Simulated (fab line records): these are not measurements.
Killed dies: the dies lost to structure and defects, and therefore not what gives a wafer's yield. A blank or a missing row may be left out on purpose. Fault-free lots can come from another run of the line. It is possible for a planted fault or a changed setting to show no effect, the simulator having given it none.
Chamber matching :: flow nand_harc :: NHARC_P_CONTACT_ALD_22 on ald_metal-01 has 4 sister chambers
The step deposits TiN, target thk 3 nm, pulse time 1 s, ald cycles 150. 20 wafers are shown with their chamber, then 10 later ones without.

== WAFERS WITH THEIR CHAMBER ==
wafer: L078.2
chamber: 2
heater_power_w (W): 1149
heater_power_outer_w (W): 701
precursor_pulse_height_rel: 0.980

wafer: L078.3
chamber: 0
heater_power_w (W): 1000
heater_power_outer_w (W): 663
precursor_pulse_height_rel: 0.997

wafer: L078.6
chamber: 2
heater_power_w (W): 1109
heater_power_outer_w (W): 691
precursor_pulse_height_rel: 1.000

wafer: L082.1
chamber: 2
heater_power_w (W): 1095
heater_power_outer_w (W): 693
precursor_pulse_height_rel: 1.008

wafer: L082.2
chamber: 0
heater_power_w (W): 992
heater_power_outer_w (W): 677
precursor_pulse_height_rel: 0.993

wafer: L082.4
chamber: 3
heater_power_w (W): 1255
heater_power_outer_w (W): 747
precursor_pulse_height_rel: 1.007

wafer: L086.1
chamber: 1
heater_power_w (W): 1127
heater_power_outer_w (W): 760
precursor_pulse_height_rel: 0.982

wafer: L086.3
chamber: 0
heater_power_w (W): 1007
heater_power_outer_w (W): 676
precursor_pulse_height_rel: 0.996

wafer: L086.5
chamber: 0
heater_power_w (W): 1013
heater_power_outer_w (W): 666
precursor_pulse_height_rel: 1.002

wafer: L087.1
chamber: 0
heater_power_w (W): 1011
heater_power_outer_w (W): 687
precursor_pulse_height_rel: 0.993

wafer: L087.4
chamber: 3
heater_power_w (W): 1222
heater_power_outer_w (W): 763
precursor_pulse_height_rel: 0.976

wafer: L087.6
chamber: 2
heater_power_w (W): 1112
heater_power_outer_w (W): 708
precursor_pulse_height_rel: 0.993

wafer: L088.1
chamber: 1
heater_power_w (W): 1128
heater_power_outer_w (W): 755
precursor_pulse_height_rel: 0.998

wafer: L088.5
chamber: 2
heater_power_w (W): 1118
heater_power_outer_w (W): 710
precursor_pulse_height_rel: 1.019

wafer: L088.6
chamber: 1
heater_power_w (W): 1106
heater_power_outer_w (W): 741
precursor_pulse_height_rel: 1.005

wafer: L090.1
chamber: 2
heater_power_w (W): 1105
heater_power_outer_w (W): 701
precursor_pulse_height_rel: 1.021

wafer: L090.3
chamber: 0
heater_power_w (W): 1016
heater_power_outer_w (W): 684
precursor_pulse_height_rel: 1.028

wafer: L090.6
chamber: 3
heater_power_w (W): 1212
heater_power_outer_w (W): 761
precursor_pulse_height_rel: 1.009

wafer: L091.2
chamber: 3
heater_power_w (W): 1221
heater_power_outer_w (W): 754
precursor_pulse_height_rel: 1.019

wafer: L091.4
chamber: 1
heater_power_w (W): 1111
heater_power_outer_w (W): 745
precursor_pulse_height_rel: 0.975

SIGNATURES, as means of the wafers listed above
reading: heater_power_w
chamber 0: 1006.50
chamber 1: 1118.00
chamber 2: 1114.67
chamber 3: 1227.50
scatter within a chamber: 14.9

reading: heater_power_outer_w
chamber 0: 675.50
chamber 1: 750.25
chamber 2: 700.67
chamber 3: 756.25
scatter within a chamber: 8.43

reading: precursor_pulse_height_rel
chamber 0: 1.00150
chamber 1: 0.99000
chamber 2: 1.00350
chamber 3: 1.00275
scatter within a chamber: 0.0153
Rule: distance of a wafer from a chamber = root of the sum over the readings of ((wafer's reading minus chamber's mean) / reading's scatter) squared. If the next closest chamber is less than 2 further off than the closest, the wafer can't be placed; otherwise it belongs to the closest. How the scatter is found: for the shown wafers, subtract from each reading the mean of its chamber, square and add these, divide the total by (wafers less chambers), then take the root.

== WAFERS WITHOUT THEIR CHAMBER ==
wafer: L091.6
heater_power_w (W): 1005
heater_power_outer_w (W): 675
precursor_pulse_height_rel: 0.986

wafer: L094.1
heater_power_w (W): 1227
heater_power_outer_w (W): 771
precursor_pulse_height_rel: 0.997

wafer: L094.4
heater_power_w (W): 1120
heater_power_outer_w (W): 760
precursor_pulse_height_rel: 0.985

wafer: L094.5
heater_power_w (W): 1111
heater_power_outer_w (W): 694
precursor_pulse_height_rel: 0.993

wafer: L095.1
heater_power_w (W): 1094
heater_power_outer_w (W): 765
precursor_pulse_height_rel: 0.982

wafer: L095.5
heater_power_w (W): 1232
heater_power_outer_w (W): 777
precursor_pulse_height_rel: 1.011

wafer: L095.6
heater_power_w (W): 989
heater_power_outer_w (W): 669
precursor_pulse_height_rel: 1.018

wafer: L097.1
heater_power_w (W): 1090
heater_power_outer_w (W): 696
precursor_pulse_height_rel: 0.978

wafer: L097.3
heater_power_w (W): 1091
heater_power_outer_w (W): 750
precursor_pulse_height_rel: 0.988

wafer: L097.6
heater_power_w (W): 1100
heater_power_outer_w (W): 679
precursor_pulse_height_rel: 1.009

== THE CHAMBER EACH PASSED THROUGH ==
wafer: L091.6
from the rows above: 0
in truth: 0

wafer: L094.1
from the rows above: 3
in truth: 3

wafer: L094.4
from the rows above: 1
in truth: 1

wafer: L094.5
from the rows above: 2
in truth: 2

wafer: L095.1
from the rows above: 1
in truth: 1

wafer: L095.5
from the rows above: 3
in truth: 3

wafer: L095.6
from the rows above: 0
in truth: 0

wafer: L097.1
from the rows above: 2
in truth: 2

wafer: L097.3
from the rows above: 1
in truth: 1

wafer: L097.6
from the rows above: 2
in truth: 2
Placed correctly: 10 of 10. Left unplaced by these rows: 0. Wrongly placed: 0.
